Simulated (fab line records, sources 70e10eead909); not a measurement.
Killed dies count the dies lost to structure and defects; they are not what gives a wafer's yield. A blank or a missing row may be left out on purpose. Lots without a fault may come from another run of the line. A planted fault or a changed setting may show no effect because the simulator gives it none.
fab line records | flow nandHarc
[record] lots = 6 wafers = 18 lastDay = 34
route steps=1302 shown A_CONTACT@1080 END@1302
lots that met no fault: taken from a fault-free run of the same line
startH: hours from the record's opening day to when the first of the lot's shown wafers began | waitH: hours since the lot's step before | " the same as in the row above | L1.1+2: several wafers, shown together as one row | - no value, or no start given | * or withheld: withheld | < > ~ a bound
route shown NAME@n: names a module that has steps shown in the file, with the first one's number in the route | usual: mean/standard deviation of fault-free wafers | same: alike in all rows | chamber/n: place in a boat | sites: readings site by site | _std_site: their standard deviation | _edge_site: the outer-site mean with the inner-site mean subtracted | radiusMm: for every site, how far away it sits from the centre of the wafer | mask NAME#n: copy n | behind: the most recent tool/chamber to have shaped the wafer | hold: why the lot was held/for how many hours/how that ended | device: names the non-switching transistor (n, p or np) | end of line: tests run on the same wafers once the route is complete | a step given without rows: its recipe and nothing more | killed: the dies lost at the first sort to structure and to defects; this is not the yield of the wafer | map: the dies of a wafer, with x for killed, . for not killed, _ for no die there
set.NAME: the setting that was run; set.NAME@STEP: the one run at that earlier step | model.NAME: the simulator's own value behind a step, which no gauge read
lots seen at some steps along the route; tables by step, rows by wafer
services: the hour from which a tool's chamber was out of use, counted from the record's first day as startH (under 0 if before that day), plus the number of hours and why
[[steps]]
[step NHARC_A_CONTACT_INSPECT_10]
[usual] rawDefectCount = 84/44
// columns lot.wafer tool chamber startH waitH rawDefectCount
L758.1 defectInspect-01 - 524.28 0.0 90
L758.2 " - " " 100
L758.4 " - " " 118
L766.3 defectInspect-02 - 611.08 0.0 144
L766.5 " - " " 125
L766.6 " - " " 118
L772.1 defectInspect-02 - 661.12 0.0 65
L772.4 " - " " 55
L772.6 " - " " 64
L776.3 defectInspect-02 - 692.82 0.0 151
L776.5 " - " " 130
L776.6 " - " " 154
L774.1 defectInspect-01 - 696.44 0.0 98
L774.3 " - " " 100
L774.4 " - " " 103
L781.3 defectInspect-01 - 754.09 0.0 81
L781.4 " - " " 57
L781.6 " - " " 72
[step NHARC_A_CONTACT_DESCUM_13]
[recipe] timeS = 3 o2FlowSccm = 200 arFlowSccm = 0 biasPowerW = 0 chemistry = O2
[usual] drypumpMotorCurrentA = 5.48/0.25 oesProductAu = 1.000/0.0096 rfVppV = 58.0/0.87 showerheadPlenumPTorr = 1.95/0.097 throttleValvePct = 11.312/0.0095
// columns lot.wafer tool chamber startH waitH drypumpMotorCurrentA oesProductAu rfHoursCounterH rfVppV showerheadPlenumPTorr throttleValvePct
L758.2 rieDiel-03 3 524.39 0.1 5.65 0.989 12 57.4 1.97 11.305
L758.4 " 0 " " 5.69 0.990 12 58.3 2.00 11.295
L758.1 " 2 " " 5.15 1.007 10 57.0 2.01 11.310
L766.3 rieDiel-03 2 611.17 0.1 5.16 1.004 23 58.9 2.01 11.300
L766.6 " 3 " " 5.67 1.001 - 57.6 1.97 11.312
L766.5 " 0 " " 5.65 1.001 - 57.1 2.00 11.292
L772.4 rieDiel-03 2 661.19 0.1 5.20 0.993 2 60.1 2.00 11.302
L772.1 " 0 " " 5.67 0.994 3 56.2 1.99 11.310
L772.6 " 1 " " 5.30 1.012 - 57.1 2.08 11.316
L776.3 rieDiel-05 3 692.88 0.1 5.15 1.005 27 59.1 1.94 11.305
L776.6 " 3 " " 5.15 1.006 - 58.1 1.95 11.299
L776.5 " 0 " " 5.56 0.993 - 57.1 2.03 11.317
L774.4 rieDiel-05 3 696.50 0.1 5.18 1.010 29 58.4 1.94 11.314
L774.3 " 1 " " 5.29 0.999 35 57.6 1.79 11.317
L774.1 " 2 " " 6.47 0.985 30 58.3 2.07 11.335
L781.4 rieDiel-03 3 754.15 0.1 5.68 0.987 17 57.8 1.96 11.311
L781.3 " 1 " " 5.29 1.008 17 60.3 2.07 11.299
L781.6 " 0 " " 5.66 0.990 - 59.4 1.99 11.310
[step NHARC_A_CONTACT_ETCH_88]
[recipe] targetDepthA = 390 overEtchFrac = 0.3 timeS = 65 ionEnergyEv = 80 cf4FlowSccm = 150 arFlowSccm = 0 rfW = 300 biasW = 100 chemistry = CF4
[step NHARC_A_CONTACT_ETCH_89]
[recipe] targetDepthA = 2600 overEtchFrac = 0.3 timeS = 475.3 ionEnergyEv = 200 n2FlowSccm = 150 h2FlowSccm = 150 arFlowSccm = 0 rfW = 400 biasW = 150 chemistry = N2/H2
[step NHARC_A_CONTACT_ETCH_30]
[recipe] targetDepthA = 726 timeS = 36.3 cf4FlowSccm = 100 chf3FlowSccm = 30 arFlowSccm = 0 rfW = 500 biasW = 200 chemistry = CF4/CHF3
[usual] biasW = 200.0/0.61 chf3FlowSccm = 30.01/0.086 drypumpMotorCurrentA = 5.45/0.26 oesProductAu = 0.930/0.018 rfVppV = 371.2/2.8 showerheadPlenumPTorr = 1.59/0.079 throttleValvePct = 16.802/0.01
// columns lot.wafer tool chamber startH waitH biasW chf3FlowSccm drypumpMotorCurrentA oesProductAu rfHoursCounterH rfVppV showerheadPlenumPTorr throttleValvePct
L758.1 rieDiel-03 1 - - 200.0 30.01 5.28 0.929 11 367.6 1.46 16.810
L758.4 " 2 " " 200.2 30.10 5.12 0.932 11 371.9 1.65 16.808
L758.2 " 3 " " 199.6 29.81 5.64 0.911 12 372.8 1.62 16.808
L766.3 rieDiel-03 0 - - 199.1 30.01 5.66 0.911 26 373.7 1.64 16.815
L766.6 " 1 " " 199.9 30.16 5.29 0.929 - 364.7 1.46 16.802
L766.5 " 2 " " 201.4 29.93 5.15 0.937 - 373.8 1.64 16.808
L772.1 rieDiel-03 3 - - 200.4 29.96 5.67 0.925 3 371.3 1.61 16.808
L772.4 " 0 " " 199.7 30.04 5.66 0.917 3 373.7 1.63 16.785
L772.6 " 0 " " 199.3 29.98 5.65 0.920 - 373.4 1.63 16.801
L776.3 rieDiel-05 0 - - 200.5 29.99 5.57 0.957 33 374.1 1.66 16.802
L776.6 " 3 " " 200.6 30.05 5.12 0.960 - 371.6 1.60 16.805
L776.5 " 0 " " 201.2 30.11 5.58 0.958 - 374.0 1.66 16.801
L774.3 rieDiel-05 3 - - 200.3 29.93 5.17 0.921 29 372.3 1.60 16.809
L774.1 " 0 " " 200.8 30.16 5.57 0.922 34 373.2 1.66 16.804
L774.4 " 2 " " 200.6 30.01 6.48 0.907 31 374.2 1.69 16.792
L781.3 rieDiel-03 2 - - 198.7 29.99 5.12 0.970 15 372.1 1.64 16.797
L781.4 " 3 " " 199.7 29.96 5.66 0.963 17 371.9 1.61 16.806
L781.6 " 2 " " 199.6 29.96 5.12 0.968 - 372.5 1.64 16.781
[step NHARC_A_CONTACT_ETCH_31]
[recipe] targetDepthA = 28000 overEtchFrac = 0.3 timeS = 728 ionEnergyEv = 150 o2FlowSccm = 400 cosFlowSccm = 20 arFlowSccm = 0 rfW = 500 biasW = 300 chemistry = O2/COS
[step NHARC_A_CONTACT_ETCH_134]
[recipe] sourceW = withheld pressureMtorr = 20 biasV = withheld timeS = 140 targetDepthA = 7000 arFlowSccm = withheld c4f8FlowSccm = withheld o2FlowSccm = withheld chemistry = C4F8/O2/Ar
[step NHARC_A_CONTACT_ETCH_135]
[recipe] sourceW = withheld pressureMtorr = 20 biasV = 1200 timeS = 311 targetDepthA = 19120 arFlowSccm = withheld c4f8FlowSccm = withheld o2FlowSccm = withheld chemistry = C4F8/O2/Ar
[step NHARC_A_CONTACT_ETCH_136]
[recipe] sourceW = withheld pressureMtorr = 20 biasV = 1200 timeS = 311 targetDepthA = 19120 arFlowSccm = withheld c4f8FlowSccm = withheld o2FlowSccm = withheld chemistry = C4F8/O2/Ar
[step NHARC_A_CONTACT_ETCH_137]
[recipe] sourceW = withheld pressureMtorr = 20 biasV = 1200 timeS = 311 targetDepthA = 19120 arFlowSccm = withheld c4f8FlowSccm = withheld o2FlowSccm = withheld chemistry = C4F8/O2/Ar
[step NHARC_A_CONTACT_ETCH_138]
[recipe] sourceW = withheld pressureMtorr = 20 biasV = 1200 timeS = 311 targetDepthA = 19140 arFlowSccm = withheld c4f8FlowSccm = withheld o2FlowSccm = withheld chemistry = C4F8/O2/Ar
// columns lot.wafer tool chamber startH waitH rfHoursCounterH
L758.2 harCapEtch-01 1 526.59 0.2 4
L758.1 " 0 " " 4
L758.4 " 1 " " -
L766.3 harCapEtch-01 1 613.59 0.2 -
L766.5 " 0 " " -
L766.6 " 1 " " -
L772.1 harCapEtch-03 1 663.32 0.2 72
L772.4 " 0 " " -
L772.6 " 0 " " -
L776.3 harCapEtch-02 0 695.11 0.2 -
L776.6 " 0 " " -
L776.5 " 1 " " -
L774.1 harCapEtch-02 1 698.64 0.2 117
L774.4 " 1 " " -
L774.3 " 0 " " -
L781.4 harCapEtch-01 0 756.42 0.2 -
L781.3 " 1 " " -
L781.6 " 1 " " -
[step NHARC_A_CONTACT_ETCH_139]
[recipe] sourceW = withheld pressureMtorr = 20 biasV = 400 timeS = 195 targetDepthA = 8400 arFlowSccm = withheld c4f8FlowSccm = 11.5 o2FlowSccm = 7.2 chemistry = C4F8/O2/Ar
// columns lot.wafer tool chamber startH waitH rfHoursCounterH
L758.2 harCapEtch-01 1 526.85 0.2 5
L758.1 " 0 " " 5
L758.4 " 1 " " -
L766.3 harCapEtch-01 1 613.86 0.2 -
L766.5 " 0 " " -
L766.6 " 1 " " -
L772.1 harCapEtch-03 1 663.59 0.2 72
L772.4 " 0 " " -
L772.6 " 0 " " -
L776.3 harCapEtch-02 0 695.38 0.2 -
L776.6 " 0 " " -
L776.5 " 1 " " -
L774.1 harCapEtch-02 1 698.91 0.2 118
L774.4 " 1 " " -
L774.3 " 0 " " -
L781.4 harCapEtch-01 0 756.70 0.2 -
L781.3 " 1 " " -
L781.6 " 1 " " -
[step NHARC_A_CONTACT_ETCH_92]
[recipe] targetDepthA = 400 overEtchFrac = 0.5 timeS = 85.7 ionEnergyEv = 120 ch3fFlowSccm = 50 o2FlowSccm = 30 arFlowSccm = 200 rfW = 500 biasW = 100 chemistry = CH3F/O2
[usual] biasW = 100.0/0.31 drypumpMotorCurrentA = 5.50/0.29 oesProductAu = 0.932/0.022 rfVppV = 244.7/2 showerheadPlenumPTorr = 2.48/0.13 throttleValvePct = 20.662/0.0091
// columns lot.wafer tool chamber startH waitH biasW drypumpMotorCurrentA oesProductAu rfHoursCounterH rfVppV showerheadPlenumPTorr throttleValvePct
L758.1 rieDiel-03 2 527.41 0.5 100.0 5.17 0.925 11 246.1 2.58 20.672
L758.2 " 3 " " 100.2 5.67 0.921 13 247.1 2.53 20.659
L758.4 " 0 " " 100.0 5.64 0.921 13 245.9 2.57 20.665
L766.3 rieDiel-13 0 614.28 0.4 100.3 5.28 0.926 39 240.8 2.28 20.640
L766.6 " 0 " " 99.6 5.32 0.927 - 241.5 2.28 20.669
L766.5 " 1 " " 100.1 5.55 0.926 - 241.5 2.35 20.664
L772.4 rieDiel-13 1 664.14 0.4 100.2 5.52 0.920 50 244.2 2.35 20.653
L772.1 " 3 " " 99.9 5.70 0.928 54 244.4 2.38 20.665
L772.6 " 1 " " 100.0 5.54 0.914 - 241.9 2.35 20.661
L776.3 rieDiel-03 3 695.86 0.4 100.1 5.66 0.922 10 243.8 2.52 20.663
L776.6 " 2 " " 100.5 5.13 0.926 - 246.0 2.57 20.660
L776.5 " 3 " " 100.0 5.68 0.721 - 245.5 2.52 20.662
L774.4 rieDiel-03 1 699.47 0.4 100.3 5.29 0.925 10 246.4 2.66 20.660
L774.1 " 2 " " 100.3 5.17 0.709 9 246.7 2.57 20.670
L774.3 " 3 " " 99.6 5.65 0.916 10 245.9 2.52 20.655
L781.3 rieDiel-03 0 757.16 0.4 100.4 5.66 0.911 20 246.8 2.55 20.669
L781.4 " 3 " " 99.5 5.65 0.928 18 242.8 2.52 20.670
L781.6 " 0 " " 100.7 5.65 0.923 - 244.9 2.55 20.660
[step NHARC_A_CONTACT_ETCH_98]
[recipe] targetDepthA = 200 overEtchFrac = 0.5 timeS = 10 ionEnergyEv = 250 c4f6FlowSccm = 25 o2FlowSccm = 20 arFlowSccm = 500 rfW = 600 biasW = 500 chemistry = C4F6/O2
[usual] biasW = 499.9/1.6 drypumpMotorCurrentA = 5.5/0.3 oesProductAu = 0.953/0.019 rfVppV = 548/3.9 showerheadPlenumPTorr = 3.97/0.19 throttleValvePct = 26.903/0.009
// columns lot.wafer tool chamber startH waitH biasW drypumpMotorCurrentA oesProductAu rfHoursCounterH rfVppV showerheadPlenumPTorr throttleValvePct
L758.1 rieDiel-03 1 - - 498.7 5.3 0.948 12 542 3.65 26.897
L758.2 " 2 " " 501.3 5.2 0.962 12 551 4.10 26.890
L758.4 " 3 " " 497.6 5.7 0.937 13 549 4.03 26.888
L766.3 rieDiel-13 3 - - 496.8 5.7 0.946 37 545 3.81 26.902
L766.5 " 2 " " 498.0 5.6 0.948 - 544 3.83 26.915
L766.6 " 3 " " 498.2 5.7 0.943 - 545 3.81 26.894
L772.4 rieDiel-13 1 - - 499.4 5.5 0.941 50 544 3.75 26.905
L772.1 " 3 " " 496.3 5.7 0.942 54 545 3.80 26.896
L772.6 " 1 " " 496.7 5.5 0.940 - 542 3.75 26.905
L776.3 rieDiel-03 2 - - 502.1 5.2 0.948 9 551 4.09 26.894
L776.5 " 3 " " 500.6 5.7 0.961 - 549 4.02 26.908
L776.6 " 0 " " 498.8 5.7 0.940 - 549 4.07 26.900
L774.4 rieDiel-03 2 - - 498.1 5.2 0.964 9 549 4.09 26.894
L774.1 " 3 " " 499.3 5.7 0.965 10 550 4.02 26.904
L774.3 " 0 " " 498.9 5.6 0.939 10 549 4.07 26.898
L781.3 rieDiel-03 2 - - 497.2 5.1 0.946 16 551 4.08 26.911
L781.4 " 0 " " 501.9 5.6 0.969 20 550 4.06 26.909
L781.6 " 1 " " 498.8 5.3 0.979 - 555 4.22 26.922
[step NHARC_END_SORT_01]
[recipe] tempC = 25
[usual] killedAtArray = 59/24 killedAtOther = 0.7/1.2 killedAtPeriphery = 3.5/2.6 killedDies = 63/24 killedOpen = 3.2/2.1 killedShort = 2.4/1.5
[same] grossDies = 677
// columns lot.wafer tool chamber startH waitH killedAtArray killedAtOther killedAtPeriphery killedDies killedOpen killedShort
L758.1 prober-01 0 570.37 2.5 69 0 2 71 4 2
L758.2 prober-01 0 571.17 2.8 76 2 3 81 3 3
L758.4 prober-01 0 572.76 3.4 62 1 3 66 5 3
// killed by level:class
L758.1 A_CHANNEL_HOLE_D1:chamberFilmFlake=27 A_CHANNEL_HOLE_D2:chamberFilmFlake=27 A_CHANNEL_FILL_D1:chamberFilmFlake=3 A_STAIRCASE:chamberFilmFlake=3 A_CONTACT:chamberFilmFlake=3 A_BLC:geometricParticle:open=2 P_CONTACT:geometricParticle:short=1 A_ONON_D2:geometricParticle:open=1
L758.2 A_CHANNEL_HOLE_D2:chamberFilmFlake=34 A_CHANNEL_HOLE_D1:chamberFilmFlake=32 A_BLC:geometricParticle:open=2 THIN_TSV:chamberFilmFlake=2 A_STAIRCASE:chamberFilmFlake=2 A_WL_FILL:chamberFilmFlake=2 P_M1:geometricParticle:open=1 A_ONON_D1:geometricParticle:short=1
L758.4 A_CHANNEL_HOLE_D2:chamberFilmFlake=24 A_CHANNEL_HOLE_D1:chamberFilmFlake=23 A_STAIRCASE:chamberFilmFlake=3 A_M0:geometricParticle:open=2 A_M1:geometricParticle:open=2 A_SGD_CUT:chamberFilmFlake=2 A_WL_FILL:chamberFilmFlake=2 P_M1:geometricParticle:short=1
[[services]]
// columns tool chamber startH hours kind
rieDiel-03 0 516.39 - clean
rieDiel-03 1 516.39 - clean
rieDiel-03 2 516.39 - clean
rieDiel-03 3 516.39 - clean
rieDiel-05 3 519.22 5.4 repair
rieDiel-13 - 520.19 9.0 pm
harCapEtch-03 - 529.17 1.1 repair
rieDiel-03 0 541.10 - clean
rieDiel-03 1 541.10 - clean
rieDiel-03 2 541.10 - clean
rieDiel-03 3 541.10 - clean
rieDiel-03 0 566.13 - clean
rieDiel-03 1 566.13 - clean
rieDiel-03 2 566.13 - clean
rieDiel-03 3 566.13 - clean
rieDiel-05 - 583.68 9.0 pm
rieDiel-03 - 588.78 0.5 repair
rieDiel-03 0 590.63 - clean
rieDiel-03 - 635.35 9.0 pm
rieDiel-13 0 666.80 4.1 repair
rieDiel-13 - 698.15 9.0 pm
rieDiel-03 2 716.99 10.6 repair
rieDiel-05 2 740.63 7.4 repair
harCapEtch-02 - 756.31 17.0 pm
[[key]]
[firstSign] step = NHARC_A_CONTACT_ETCH_92 reading = oesProductAu direction = down sigmas = 10 usual = 0.932 struck = 0.715
effect none on later readings
metAt NHARC_A_CONTACT_ETCH_92
struckWafers L774.1,L776.5
testerLeftOut L774,L776
onsetBetween 527.41 695.86
[fault] kind = processParameterDrift tool = rieDiel-03 chamber = - onsetH = 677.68 steps = NHARC_A_CONTACT_ETCH_92 channel = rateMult offset = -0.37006 shape = step endH = 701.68 scope = struckWafersOnly
// testerLeftOut: of these lots the tester's yield and bins aren't shown, on N5 and GAA mostly nor the transistor test; their killed dies are dies lost to structure and defects alone, not to doping, threshold or leakage, so they don't give the yield
